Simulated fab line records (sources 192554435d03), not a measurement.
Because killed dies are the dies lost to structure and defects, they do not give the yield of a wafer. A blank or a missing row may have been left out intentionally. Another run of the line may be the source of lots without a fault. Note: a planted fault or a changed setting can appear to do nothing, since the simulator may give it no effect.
Matching of chambers    flow n5Finfet    4 sister chambers for N5_PMOS_HMC_CHANNEL_EPI_STRIP_33 on rieDiel-06
The step strips in N2/H2. 22 wafers are shown with their chamber, then 11 later ones without.

== WAFERS, EACH WITH ITS CHAMBER ==
wafer   chamber  showerheadPlenumPTorr (Torr)  throttleValvePct (%)  oesProductAu (a.u.)
L075.3  1        3.51                          19.6                  0.74
L075.4  0        3.48                          19.2                  0.69
L075.5  0        3.48                          19.3                  0.68
L076.1  3        3.40                          18.7                  0.81
L076.2  2        3.34                          18.7                  0.67
L076.5  3        3.40                          18.7                  0.81
L079.2  1        3.50                          19.5                  0.73
L079.3  3        3.40                          18.8                  0.81
L079.4  0        3.47                          19.2                  0.67
L081.2  1        3.50                          19.6                  0.73
L081.3  0        3.47                          19.3                  0.68
L081.4  3        3.40                          18.8                  0.81
L082.1  0        3.47                          19.2                  0.66
L082.2  1        3.50                          19.6                  0.72
L082.4  3        3.40                          18.7                  0.81
L086.1  3        3.39                          18.8                  0.80
L086.4  1        3.50                          19.6                  0.72
L086.5  0        3.46                          19.2                  0.66
L087.1  3        3.40                          18.8                  0.80
L087.5  1        3.49                          19.6                  0.72
L087.6  3        3.39                          18.8                  0.81
L090.1  3        3.39                          18.8                  0.81

SIGNATURES, as means of the wafers listed above
reading                chamber 0  chamber 1  chamber 2  chamber 3  scatter within a chamber
showerheadPlenumPTorr  3.4717     3.5000     3.3400     3.3967     0.00616
throttleValvePct       19.233     19.583     18.700     18.767     0.0481
oesProductAu           0.6733     0.7267     0.6700     0.8078     0.00824
Rule: a wafer lies at a distance from a chamber equal to the root of the sum of squares, over the readings, of (its reading less the chamber's mean, divided by the reading's scatter). If the next closest chamber is less than 2 further off than the closest, the wafer can't be placed; otherwise it belongs to the closest. The scatter: the root of (the sum of the squares of (reading less its chamber's mean) over the shown wafers, divided by (wafers less chambers)).

== WAFERS WHOSE CHAMBER IS MISSING ==
wafer   showerheadPlenumPTorr (Torr)  throttleValvePct (%)  oesProductAu (a.u.)
L090.4  3.46                          18.8                  1.01
L090.6  3.39                          18.8                  0.81
L091.1  3.46                          18.8                  0.98
L091.2  3.39                          18.8                  0.80
L091.4  3.39                          18.8                  0.80
L096.1  3.32                          18.4                  0.93
L096.2  3.38                          18.8                  0.76
L096.4  3.46                          18.8                  0.94
L097.1  3.38                          18.8                  0.79
L097.4  3.48                          19.6                  0.71
L097.6  3.32                          18.4                  0.93

== THE CHAMBER EACH PASSED THROUGH ==
wafer    from the rows above   in truth
L090.4   3                     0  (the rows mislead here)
L090.6   3                     3
L091.1   3                     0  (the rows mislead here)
L091.2   3                     3
L091.4   3                     3
L096.1   3                     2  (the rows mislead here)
L096.2   3                     3
L096.4   3                     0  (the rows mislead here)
L097.1   3                     3
L097.4   1                     1
L097.6   3                     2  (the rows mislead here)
6 of 11 placed correctly. Number that these rows cannot place: 0. Number placed wrongly: 5.
